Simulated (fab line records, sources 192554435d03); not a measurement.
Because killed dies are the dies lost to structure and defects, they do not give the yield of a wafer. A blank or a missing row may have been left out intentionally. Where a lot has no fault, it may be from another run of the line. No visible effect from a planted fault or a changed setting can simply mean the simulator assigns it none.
Split-lot experiment | flow n5Finfet | 7 lots, 21 wafers read, on a route of 1938 steps

## ON THE SPLIT
At N5_BEOL_M7_TRENCH_ETCH_37 (etches SiCOH lowk in C4F6/O2, target depth 93.478 nm, time 31.2 s), the setting sourceW was moved away from the recipe's 345 W on 4 of the 21 wafers read, by -14.0% to +16.6%. All remaining wafers had this setting at the recipe value.

## FROM THE SPLIT TO THE READING: what the file shows between them, 11 steps
- N5_BEOL_M7_ETCH_41: etches SiCN in CH3F/O2, target depth 31.9 nm, time 57.8 s
- N5_BEOL_M7_STRIP_80: strips in N2/H2, time 10 s
- N5_BEOL_M7_OCD_MEAS_38
- N5_BEOL_M7_HM_STRIP_39: strips TiN in peroxide tin strip, target depth 25 nm, time 158 s
- N5_BEOL_M7_SRD_40: time 30 s
- N5_BEOL_M7_ECD_50: material Cu, target thk 300 nm
- N5_BEOL_M7_ANNEAL_51: time 90 s
- N5_BEOL_M7_CMP_52: polishes, stops on SiCOH lowk, t overpolish 6.9 s, target thk 80 nm
- N5_BEOL_M7_THK_MEAS_53: measures by xrf
- N5_BEOL_M7_PRE_CLEAN_55: time 15 s
- N5_BEOL_M7_DEP_56: deposits SiCN from 3MS/NH3, target thk 10 nm, time 17.5 s

## THE READING
Measured at N5_BEOL_M7_RS_MEAS_57 by four-point probe: M7_RS, in ohm/sq. Fault-free wafers of this fab line usually give 0.285 ohm/sq, standard deviation 0.0078 ohm/sq.

wafer  | tool, chamber at the split | sourceW as run, W | against the recipe | M7_RS, ohm/sq | against lot-mates on the recipe
L074.1 | rieDiel-06, 1              | 345               | recipe             | 0.282         | -
L074.2 | rieDiel-06, 0              | 345               | recipe             | 0.285         | -
L074.5 | rieDiel-06, 1              | 402.1             | +16.6%             | 0.252         | -0.031
L081.1 | rieDiel-06, 2              | 345               | recipe             | 0.284         | -
L081.5 | rieDiel-06, 3              | 345               | recipe             | 0.287         | -
L081.6 | rieDiel-06, 2              | 345               | recipe             | 0.279         | -
L089.3 | rieDiel-03, 2              | 345               | recipe             | 0.285         | -
L089.5 | rieDiel-03, 1              | 345               | recipe             | 0.284         | -
L089.6 | rieDiel-03, 3              | 345               | recipe             | 0.293         | -
L090.1 | rieDiel-03, 3              | 345               | recipe             | 0.287         | -
L090.2 | rieDiel-03, 2              | 345               | recipe             | 0.277         | -
L090.4 | rieDiel-03, 0              | 316.6             | -8.2%              | 0.292         | +0.010
L091.2 | rieDiel-03, 1              | 345               | recipe             | 0.278         | -
L091.3 | rieDiel-03, 3              | 345               | recipe             | 0.275         | -
L091.4 | rieDiel-03, 2              | 345               | recipe             | 0.284         | -
L093.1 | rieDiel-03, 1              | 345               | recipe             | 0.278         | -
L093.3 | rieDiel-03, 3              | 345               | recipe             | 0.278         | -
L093.4 | rieDiel-03, 0              | 345               | recipe             | 0.274         | -
L096.2 | rieDiel-03, 2              | 296.6             | -14.0%             | 0.307         | +0.027
L096.3 | rieDiel-03, 0              | 296.6             | -14.0%             | 0.313         | +0.033
L096.5 | rieDiel-03, 0              | 345               | recipe             | 0.280         | -

FIT RESULTS
A straight line over all 21 wafers: M7_RS changes by -0.00186 ohm/sq for each +1% of sourceW; r = -0.92; the points scatter about the line by 0.0049 ohm/sq.
The same after taking each lot's own level away (the mean of its wafers on the recipe; 21 wafers): -0.00197 ohm/sq for each +1%; r = -0.96; scatter 0.0037 ohm/sq.
That fit puts the effect of the largest move of sourceW on the reading at 0.033 ohm/sq.
The lots' own levels span 0.2767 to 0.2873 ohm/sq, that is 1.4 times the standard deviation above.
Hence the lot-to-lot level has little effect on the slope; both slopes agree.
Check: with one of the wafers moved furthest among these (+16.6%) left out of the fit, the line predicts -0.0335 ohm/sq for it against its lot-mates. Against them it came out at -0.0315 ohm/sq.

## FURTHER SPLITS ON THESE WAFERS
Note: prior to the reading, these wafers also went through further splits. Each is held against what the fit with the lots' levels taken away leaves over:
other split on the same wafers | wafers away from the commonest value | r with M7_RS (lot level and that fit taken away)
N5_BEOL_M7_ETCH_66 timeS       | 10                                   | +0.24

## THE WHOLE CHAIN: every reading that the file lists as answering this split, in the file's order
step                      | what it does                                                        | reading                                                                     | change (the file's fit)               | r (the file's)
N5_BEOL_M7_TRENCH_ETCH_37 | etches SiCOH lowk in C4F6/O2, target depth 93.478 nm, time 31.2 s   | etch.depthNm (the simulator's own value, which no gauge read)               | +0.382 nm for each +1% of the setting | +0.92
N5_BEOL_M7_TRENCH_ETCH_37 | etches SiCOH lowk in C4F6/O2, target depth 93.478 nm, time 31.2 s   | BEOL_M7.featureDepthNm (the simulator's own value, which no gauge read)     | +0.384 nm for each +1% of the setting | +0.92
N5_BEOL_M7_OCD_MEAS_38    |                                                                     | trenchDepthNm                                                               | +0.397 nm for each +1% of the setting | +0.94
N5_BEOL_M7_CMP_52         | polishes, stops on SiCOH lowk, t overpolish 6.9 s, target thk 80 nm | Cu_of_BEOL_M7_ECD_50.thkNm (the simulator's own value, which no gauge read) | +0.47 nm for each +1% of the setting  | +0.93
N5_BEOL_M7_THK_MEAS_53    | measures by xrf                                                     | M7_THK                                                                      | +0.499 for each +1% of the setting    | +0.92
N5_BEOL_M7_RS_MEAS_57     | measures by four-point-probe                                        | M7_RS                                                                       | -0.0019 for each +1% of the setting   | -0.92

## THE FILE'S OWN FIT
M7_RS changes by -0.0019 ohm/sq for each +1% of sourceW, r = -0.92.
